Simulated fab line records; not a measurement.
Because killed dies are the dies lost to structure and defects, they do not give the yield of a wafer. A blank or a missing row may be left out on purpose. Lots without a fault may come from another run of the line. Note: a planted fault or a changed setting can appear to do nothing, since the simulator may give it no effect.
fab line records    flow n5Finfet
record: lots: 10  wafers: 26  lastDay: 17
route steps=1938 shown BEOL_M1@800 BEOL_M4@1111 PASSIVATION@1936
lots that met no fault: taken from a fault-free run of the same line
startH: hours from the record's first day to the start of the lot's first wafer shown    waitH: hours from the lot's prior step to this one    " unchanged from the row above    L1.1+2: a single row standing in for several wafers    - no value present, or no start provided    * or withheld: withheld    < > ~ a bound
route shown NAME@n: names a module that has steps shown in the file, with the first one's number in the route    usual: the fault-free wafers' mean and standard deviation    same: alike in all rows    chamber/n: place in a boat    sites: readings site by site    _std_site: the values' standard deviation    _edge_site: outer sites' mean less inner sites'    radiusMm: how far each site lies from the wafer's centre    mask NAME#n: copy n    behind: tool/chamber where the wafer was last shaped    hold: reason for holding the lot/hours on hold/outcome of the hold    device: transistor that didn't switch, given as n, p or np    end of line: tests run on the same wafers once the route is complete    a step without rows: its recipe alone    killed: count of dies lost to structure and defects at first sort (not the wafer's yield)    map: a wafer's dies, marking killed ones x, the rest . and places with no die _
set.NAME: the run value of the setting; set.NAME@STEP: its run value at that earlier step    model.NAME: the simulator's own value behind a step, which no gauge read
the route's steps for a sample of lots (tables are steps, rows are wafers)
services: from which hour (startH, from the record's first day; less than 0 if before it) a tool's chamber was out of use, for how many hours, and why
== steps ==
step: N5_BEOL_M1_TRENCH_ETCH_37
recipe: chemistry: C4F6/O2  targetDepthA: 552.07  target: SiOC  timeS: 29  ionEnergyEv: 250  pressureMtorr: 30  sourceW: 355  biasW: 185  Ar_flow_sccm: 300  C4F6_flow_sccm: 10  O2_flow_sccm: 10
usual: drypumpMotorCurrentA: 5.6/0.5  oesProductAu: 0.78/0.08  rfVppV: 663/14  runLengthS: 52.4/0.53  showerheadPlenumPTorr: 2.83/0.085  throttleValvePct: 20.82/0.21
lot.wafer  tool        chamber  startH  waitH  drypumpMotorCurrentA  oesProductAu  rfHoursCounterH  rfVppV  runLengthS  showerheadPlenumPTorr  throttleValvePct
L556.3     rieDiel-03  3        127.10  -      5.4                   0.71          216              645     52.8        2.93                   20.80
L556.5     "           1        "       "      6.1                   0.92          -                669     51.9        2.77                   20.59
L556.6     "           2        "       "      5.0                   0.78          -                659     52.1        2.75                   20.84
L557.2     rieDiel-01  3        132.08  -      5.3                   0.71          192              650     52.9        2.73                   20.85
L557.6     "           1        "       "      5.9                   0.88          -                674     53.2        2.90                   20.84
L564.4     rieDiel-01  2        174.33  -      5.0                   0.68          232              671     52.3        2.80                   21.27
L564.5     "           0        "       "      4.9                   0.87          -                642     52.9        2.87                   20.82
L564.6     "           1        "       "      5.8                   0.86          -                676     53.0        2.89                   20.87
L563.2     rieDiel-03  1        175.81  -      6.1                   0.89          39               669     51.9        2.77                   20.60
L563.4     "           3        "       "      5.5                   0.70          228              646     52.2        2.92                   20.83
L567.1     rieDiel-01  0        196.04  -      4.9                   0.87          63               642     53.2        2.87                   20.84
L567.2     "           2        "       "      5.0                   0.69          237              672     52.3        2.79                   21.29
L567.4     "           3        "       "      5.4                   0.70          212              650     52.5        2.72                   20.89
L572.3     rieDiel-01  1        221.82  -      5.8                   0.85          54               675     50.9        2.89                   20.89
L572.4     "           2        "       "      5.0                   0.67          -                671     49.9        2.79                   21.30
L570.1     rieDiel-05  2        226.64  -      6.7                   0.80          115              663     52.5        2.95                   20.27
L570.4     "           3        "       "      5.7                   0.70          223              680     51.2        2.93                   20.57
L570.6     "           2        "       "      6.7                   0.80          -                663     51.7        2.95                   20.25
L576.1     rieDiel-01  0        249.24  -      4.9                   0.83          83               642     53.8        2.86                   20.86
L576.2     "           1        "       "      5.8                   0.83          65               674     52.8        2.88                   20.89
L576.4     "           2        "       "      5.0                   1.01          1                671     50.0        2.79                   20.91
L577.2     rieDiel-01  2        253.65  -      5.0                   0.99          3                672     52.5        2.79                   20.90
L577.3     "           3        "       "      5.3                   0.67          227              651     49.8        2.71                   20.91
L578.2     rieDiel-03  2        266.89  -      5.1                   0.73          186              659     53.0        2.73                   20.91
L578.3     "           0        "       "      5.9                   0.70          190              685     52.1        2.83                   21.03
L578.6     "           1        "       "      6.1                   0.85          -                667     52.0        2.75                   20.67
step: N5_BEOL_M1_ETCH_41
recipe: chemistry: CH3F/O2  target: SiCN  targetDepthA: 319  taperDeg: 2  timeS: 57.8  ionEnergyEv: 120  maskMaterial: TiN  pressureMtorr: 30  sourceW: 395  biasW: 75  Ar_flow_sccm: 150  CH3F_flow_sccm: 30  O2_flow_sccm: 20
usual: drypumpMotorCurrentA: 5.6/0.49  oesProductAu: 0.78/0.08  rfVppV: 297.2/1.6  runLengthS: 81.2/0.53  showerheadPlenumPTorr: 1.99/0.063  throttleValvePct: 16.30/0.21
lot.wafer  tool        chamber  startH  waitH  drypumpMotorCurrentA  oesProductAu  rfHoursCounterH  rfVppV  runLengthS  showerheadPlenumPTorr  throttleValvePct
L556.3     rieDiel-03  3        -       -      5.4                   0.71          216              298.0   81.4        2.06                   16.33
L556.5     "           1        "       "      6.1                   0.92          -                297.3   80.6        1.95                   16.03
L556.6     "           2        "       "      5.1                   0.77          -                295.9   81.4        1.93                   16.30
L557.2     rieDiel-01  3        -       -      5.4                   0.71          192              295.5   81.0        1.91                   16.33
L557.6     "           1        "       "      5.8                   0.88          -                296.7   81.8        2.04                   16.27
L564.4     rieDiel-01  2        -       -      5.0                   0.69          232              297.5   81.3        1.96                   16.78
L564.5     "           0        "       "      4.9                   0.87          -                299.7   82.3        2.02                   16.25
L564.6     "           1        "       "      5.8                   0.87          -                298.6   81.8        2.04                   16.30
L563.2     rieDiel-03  1        -       -      6.1                   0.88          39               298.4   80.9        1.94                   16.05
L563.4     "           3        "       "      5.4                   0.70          228              298.5   81.2        2.06                   16.38
L567.1     rieDiel-01  0        -       -      4.9                   0.87          63               298.5   81.7        2.02                   16.28
L567.2     "           2        "       "      5.0                   0.69          237              296.7   81.3        1.96                   16.78
L567.4     "           3        "       "      5.3                   0.69          212              296.8   81.3        1.90                   16.36
L572.3     rieDiel-01  1        -       -      5.7                   0.85          54               298.3   82.0        2.03                   16.32
L572.4     "           2        "       "      5.0                   0.67          -                296.1   81.3        1.96                   16.81
L570.1     rieDiel-05  2        -       -      6.7                   0.80          115              299.0   80.5        2.08                   15.83
L570.4     "           3        "       "      5.8                   0.70          223              299.9   80.1        2.06                   16.14
L570.6     "           2        "       "      6.7                   0.80          -                299.2   80.6        2.08                   15.82
L576.1     rieDiel-01  0        -       -      4.9                   0.83          83               297.7   82.1        2.01                   16.31
L576.2     "           1        "       "      5.8                   0.82          65               298.3   82.3        2.03                   16.36
L576.4     "           2        "       "      5.0                   1.01          1                297.5   81.3        1.96                   16.31
L577.2     rieDiel-01  2        -       -      5.0                   1.00          3                297.2   81.4        1.96                   16.32
L577.3     "           3        "       "      5.3                   0.68          227              297.1   81.1        1.90                   16.39
L578.2     rieDiel-03  2        -       -      5.0                   0.74          186              294.7   80.9        1.91                   16.39
L578.3     "           0        "       "      5.9                   0.70          190              296.8   80.9        1.99                   16.52
L578.6     "           1        "       "      6.1                   0.86          -                297.3   80.6        1.93                   16.13
step: N5_BEOL_M1_OCD_MEAS_38
usual: trenchDepthNm: 54.9/0.93
lot.wafer  tool    chamber  startH  waitH  trenchDepthNm
L556.3     ocd-02  -        127.26  -      54.9
L556.5     "       -        "       "      55.9
L556.6     "       -        "       "      55.2
L557.2     ocd-02  -        132.23  -      54.7
L557.6     "       -        "       "      56.5
L564.4     ocd-01  -        174.49  -      53.2
L564.5     "       -        "       "      54.7
L564.6     "       -        "       "      56.1
L563.2     ocd-01  -        175.97  -      54.8
L563.4     "       -        "       "      53.6
L567.1     ocd-01  -        196.20  -      56.2
L567.2     "       -        "       "      54.6
L567.4     "       -        "       "      55.2
L572.3     ocd-02  -        221.98  -      51.0
L572.4     "       -        "       "      48.5
L570.1     ocd-02  -        226.79  -      56.0
L570.4     "       -        "       "      55.0
L570.6     "       -        "       "      55.4
L576.1     ocd-02  -        249.40  -      54.7
L576.2     "       -        "       "      56.1
L576.4     "       -        "       "      50.8
L577.2     ocd-02  -        253.81  -      55.4
L577.3     "       -        "       "      49.3
L578.2     ocd-02  -        267.05  -      54.3
L578.3     "       -        "       "      53.3
L578.6     "       -        "       "      54.7
step: N5_BEOL_M1_CD_MEAS_35
recipe: targetCdNm: 18  targetCdYNm: 21  polarity: opening
usual: cdNm: 18.1/0.37
lot.wafer  tool      chamber  startH  waitH  cdNm
L556.3     cdSem-02  -        127.41  0.0    17.9
L556.5     "         -        "       "      17.7
L556.6     "         -        "       "      17.7
L557.2     cdSem-02  -        132.39  0.0    17.8
L557.6     "         -        "       "      18.3
L564.4     cdSem-01  -        174.64  0.0    17.5
L564.5     "         -        "       "      17.7
L564.6     "         -        "       "      17.9
L563.2     cdSem-01  -        176.13  0.0    18.7
L563.4     "         -        "       "      18.6
L567.1     cdSem-03  -        196.35  0.0    18.4
L567.2     "         -        "       "      19.2
L567.4     "         -        "       "      18.4
L572.3     cdSem-02  -        222.13  0.0    17.3
L572.4     "         -        "       "      18.4
L570.1     cdSem-01  -        226.95  0.0    18.0
L570.4     "         -        "       "      18.2
L570.6     "         -        "       "      18.0
L576.1     cdSem-03  -        249.55  0.0    18.5
L576.2     "         -        "       "      17.8
L576.4     "         -        "       "      17.9
L577.2     cdSem-02  -        253.96  0.0    18.4
L577.3     "         -        "       "      17.8
L578.2     cdSem-02  -        267.20  0.0    17.6
L578.3     "         -        "       "      17.7
L578.6     "         -        "       "      17.1
step: N5_BEOL_M1_ALD_84
recipe: material: TaN  targetThkA: *  tempC: 275  aldPrecursorFamily: PDMAT  aldCoReactant: NH3  pressureTorr: 3  carrierFlowSccm: 1500  pulseTimeS: 2  purgeTimeS: 3  coReactantPurgeTimeS: 2  coReactantPulseTimeS: 3  aldCycles: 30  precursorVesselTempC: 75  precursorVesselPressureTorr: 26.25  precursorVesselCarrierSccm: 1000
usual: heaterPowerW: 414/27  precursorVesselCarrierSccm: 1000/3.1
lot.wafer  tool         chamber  startH  waitH  heaterPowerW  precursorVesselCarrierSccm
L556.3     aldMetal-03  2        128.06  0.3    406           998
L556.5     "            2        "       "      403           1002
L556.6     "            1        "       "      440           1001
L557.2     aldMetal-03  2        133.08  0.1    402           1002
L557.6     "            0        "       "      434           1007
L564.4     aldMetal-02  3        175.79  0.0    419           999
L564.5     "            2        "       "      375           1004
L564.6     "            3        "       "      408           997
L563.2     aldMetal-03  1        176.51  0.0    444           1005
L563.4     "            2        "       "      414           1002
L567.1     aldMetal-01  1        196.54  0.1    470           1003
L567.2     "            3        "       "      446           995
L567.4     "            0        "       "      430           999
L572.3     aldMetal-01  3        222.41  0.1    434           1000
L572.4     "            0        "       "      420           1001
L570.1     aldMetal-02  3        227.91  0.0    411           1002
L570.4     "            1        "       "      407           1001
L570.6     "            0        "       "      394           1000
L576.1     aldMetal-02  1        250.01  0.1    392           999
L576.2     "            3        "       "      407           1002
L576.4     "            0        "       "      384           1000
L577.2     aldMetal-02  0        257.64  0.0    389           993
L577.3     "            1        "       "      396           996
L578.2     aldMetal-03  1        267.68  0.1    452           999
L578.3     "            3        "       "      407           1002
L578.6     "            1        "       "      440           1004
step: N5_BEOL_M4_RC_MEAS_101
usual: DIBL_N: 36.3/1.6  DIBL_P: 36.2/2.1  IOFF_N: 0.16/0.031  IOFF_P: 0.21/0.034  ION_N: 673/11  ION_P: 461/7.4  SS_N: 71.6/0.55  SS_P: 73.3/0.66  VT_N: 251/3.2  VT_P: -251/3.5
lot.wafer  tool       chamber  startH  waitH  DIBL_N[mV/V]  DIBL_P[mV/V]  IOFF_N[nA/um]  IOFF_P[nA/um]  ION_N[uA/um]  ION_P[uA/um]  SS_N[mV/dec]  SS_P[mV/dec]  VT_N[mV]  VT_P[mV]
L556.3     prober-02  0        159.98  0.3    36.3          36.0          0.14           0.21           683           471           71.0          73.8          254       -254
L556.5     "          0        "       "      36.8          36.5          0.14           0.21           665           462           71.5          73.4          253       -253
L556.6     "          0        "       "      38.4          37.9          0.17           0.25           676           464           71.2          74.0          250       -251
L557.2     prober-02  0        163.25  0.2    33.4          33.4          0.12           0.15           664           452           70.8          72.9          258       -254
L557.6     "          0        "       "      35.0          36.1          0.15           0.20           661           453           71.6          73.3          249       -251
L564.4     prober-02  0        206.67  0.5    34.8          35.7          0.14           0.18           652           452           70.9          72.8          247       -252
L564.5     "          0        "       "      36.3          37.0          0.16           0.19           679           461           71.2          73.4          250       -254
L564.6     "          0        "       "      37.1          38.3          0.18           0.22           665           455           71.7          74.2          246       -250
L563.2     prober-01  0        209.78  0.2    34.9          32.9          0.12           0.18           653           457           71.0          73.2          255       -252
L563.4     "          0        "       "      35.7          33.0          0.14           0.19           677           462           70.8          72.8          251       -253
L567.1     prober-02  0        229.28  0.0    34.2          36.2          0.13           0.19           672           466           70.9          72.7          253       -252
L567.2     "          0        "       "      36.8          39.3          0.18           0.24           669           461           72.6          73.5          246       -248
L567.4     "          0        "       "      36.3          38.6          0.17           0.24           689           475           71.2          74.0          247       -247
L572.3     prober-02  0        254.12  0.3    38.6          36.5          0.18           0.23           679           464           71.7          73.8          252       -248
L572.4     "          0        "       "      35.8          33.4          0.13           0.19           653           456           71.4          73.3          253       -254
L570.1     prober-02  0        256.65  0.0    36.4          34.9          0.15           0.19           674           457           71.6          72.7          248       -251
L570.4     "          0        "       "      34.2          32.6          0.12           0.16           643           451           71.2          71.4          255       -251
L570.6     "          0        "       "      34.8          34.5          0.14           0.19           660           459           70.7          73.0          253       -252
L576.1     prober-01  0        280.98  0.0    37.6          36.2          0.15           0.19           664           454           72.1          73.3          252       -252
L576.2     "          0        "       "      36.8          35.2          0.15           0.19           667           454           71.3          73.0          253       -254
L576.4     "          0        "       "      38.1          37.4          0.17           0.21           689           464           71.6          74.0          246       -253
L577.2     prober-01  0        295.65  0.2    34.2          32.7          0.10           0.14           656           455           70.4          71.8          257       -254
L577.3     "          0        "       "      37.2          37.0          0.15           0.19           667           456           71.2          72.6          251       -253
L578.2     prober-01  0        298.01  0.2    37.9          38.5          0.19           0.23           687           466           71.7          74.6          248       -249
L578.3     "          0        "       "      39.1          41.1          0.23           0.28           697           472           73.3          74.0          245       -248
L578.6     "          0        "       "      39.1          41.7          0.25           0.29           708           478           72.5          74.3          243       -248
step: N5_PASSIVATION_PROBE_49
usual: defectLimitedYield: 91.5/1.5  killed_at_M0_to_M3: 32/9.4  killed_at_M4_up: 12/5.1  killedAtContacts: 11/7.4  killedAtFrontEnd: 41/11  killedAtOther: 3.4/2.5  killedDies: 100/17  killedOpen: 65/14  killedShort: 33/7  sort_bin_5_function: 4.9/0.96  sort_bin_6_memory: 3.1/0.7  sort_bin_8_speed: 0.00/0.01  sortNPass: 1080/17  sortYieldPct: 91.5/1.5
same: grossDies: 1180  killedAtBackSide: 0  sort_bin_4_leakage[%]: 0
lot.wafer  tool       chamber  startH  waitH  defectLimitedYield[%]  killed_at_M0_to_M3  killed_at_M4_up  killedAtContacts  killedAtFrontEnd  killedAtOther  killedDies  killedOpen  killedShort  sort_bin_5_function[%]  sort_bin_6_memory[%]  sort_bin_8_speed[%]  sortNPass  sortYieldPct[%]
L570.1     prober-02  -        349.82  0.0    90.6                   35                  7                18                51                0              111         75          34           5.8                     3.1                   0                    1069       90.6
L570.4     prober-02  -        349.97  0.2    90.9                   43                  8                9                 41                6              107         59          48           5.1                     3.4                   0.08                 1072       90.8
L570.6     prober-02  -        350.07  0.3    90.7                   38                  15               21                34                2              110         87          23           5.8                     3.1                   0                    1070       90.7
L576.1     prober-01  -        385.17  0.0    89.5                   40                  16               17                41                10             124         75          47           7.1                     3.1                   0                    1056       89.5
L576.2     prober-01  -        385.22  0.1    91.1                   37                  12               6                 45                5              105         68          35           5.2                     3.6                   0                    1075       91.1
L576.4     prober-01  -        385.32  0.2    91.9                   32                  17               6                 35                6              96          54          39           4.8                     2.6                   0                    1084       91.9
killed by level:class
L570.1 FIN_SAQP:geometricParticle:open=17 MOL_CONTACT_COAG:geometricParticle:open=14 BEOL_M1:geometricParticle:open=12 FIN_SAQP:geometricParticle:short=9 GATE_CUT:geometricParticle:short=6 BEOL_M3:geometricParticle:open=6 BEOL_M2:geometricParticle:open=5 DUMMY_GATE:geometricParticle:open=4
L570.4 FIN_SAQP:geometricParticle:short=17 BEOL_M0_SAQP:geometricParticle:open=12 FIN_SAQP:geometricParticle:open=11 BEOL_M0_SAQP:geometricParticle:short=8 BEOL_M3:geometricParticle:open=8 MOL_CONTACT_COAG:geometricParticle:open=6 BEOL_M1:geometricParticle:open=4 PASS1_CAP:geometricParticle:short=4
L570.6 MOL_CONTACT_COAG:geometricParticle:open=17 FIN_SAQP:geometricParticle:open=10 BEOL_M0_SAQP:geometricParticle:open=9 BEOL_M2:geometricParticle:open=8 FIN_SAQP:geometricParticle:short=7 BEOL_M3:geometricParticle:open=7 BEOL_M5:geometricParticle:open=6 BEOL_M1:geometricParticle:open=6
L576.1 BEOL_M0_SAQP:geometricParticle:short=16 MOL_CONTACT_COAG:geometricParticle:open=13 BEOL_M0_SAQP:geometricParticle:open=10 STI_FIN_REVEAL:geometricParticle:open=7 FIN_SAQP:geometricParticle:short=6 FIN_SAQP:geometricParticle:open=6 DUMMY_GATE:geometricParticle:open=5 BEOL_M3:geometricParticle:open=5
L576.2 FIN_SAQP:geometricParticle:open=9 BEOL_M3:geometricParticle:open=9 BEOL_M0_SAQP:geometricParticle:short=9 STI_FIN_REVEAL:geometricParticle:open=7 FIN_SAQP:geometricParticle:short=5 MOL_CONTACT_COAG:geometricParticle:open=5 BEOL_M1:geometricParticle:open=5 STARTING-WAFER:geometricParticle:short=5
L576.4 FIN_SAQP:geometricParticle:short=10 FIN_SAQP:geometricParticle:open=8 BEOL_M0_SAQP:geometricParticle:short=8 BEOL_M3:geometricParticle:open=7 BEOL_M2:geometricParticle:open=6 BEOL_M1:geometricParticle:open=5 GATE_CUT:geometricParticle:short=4 MOL_CONTACT_COAG:geometricParticle:open=4
== services ==
tool         chamber  startH  hours  kind
rieDiel-01   -        105.87  0.6    repair
aldMetal-03  -        107.55  2.7    repair
rieDiel-01   1        140.00  12.9   repair
rieDiel-05   -        159.79  0.5    repair
aldMetal-01  -        179.35  1.5    repair
rieDiel-03   0        181.89  7.9    repair
aldMetal-03  2        196.11  14.1   repair
aldMetal-02  2        210.29  17.6   repair
rieDiel-01   3        211.88  14.8   repair
aldMetal-01  -        212.20  1.2    pm
aldMetal-01  2        218.57  58.5   repair
rieDiel-01   2        230.42  -      clean
rieDiel-01   2        230.42  -      consumableReplace:focusRing
rieDiel-01   2        230.42  13.2   scheduledDown
rieDiel-01   2        230.42  13.2   ventCycle
rieDiel-03   3        232.01  2.0    repair
rieDiel-03   3        245.09  -      clean
rieDiel-03   3        245.09  -      consumableReplace:focusRing
rieDiel-03   3        245.09  17.9   scheduledDown
rieDiel-03   3        245.09  17.9   ventCycle
rieDiel-03   3        266.40  4.3    repair
== key ==
firstSign: step: N5_BEOL_M1_TRENCH_ETCH_37  reading: runLengthS  direction: down  sigmas: 4.1  usual: *  struck: *
effect: step: N5_BEOL_M1_OCD_MEAS_38  reading: trenchDepthNm  direction: down  sigmas: 5.3  usual: 54.9  struck: 49.9
metAt N5_BEOL_M1_TRENCH_ETCH_37
struckLots L572,L576,L577
struckWafers L572.3,L572.4,L576.4,L577.3
notActingAt N5_BEOL_M1_ETCH_41,N5_BEOL_M1_CD_MEAS_35,N5_BEOL_M1_ALD_84
onsetBetween 196.04 221.82
fault: kind: processParameterDrift  tool: rieDiel-01  chamber: -  onsetH: 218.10  steps: N5_BEOL_M1_TRENCH_ETCH_37  channel: timeS  offset: *  shape: step  endH: 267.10  scope: struckWafersOnly  actsIn: *  stated: *
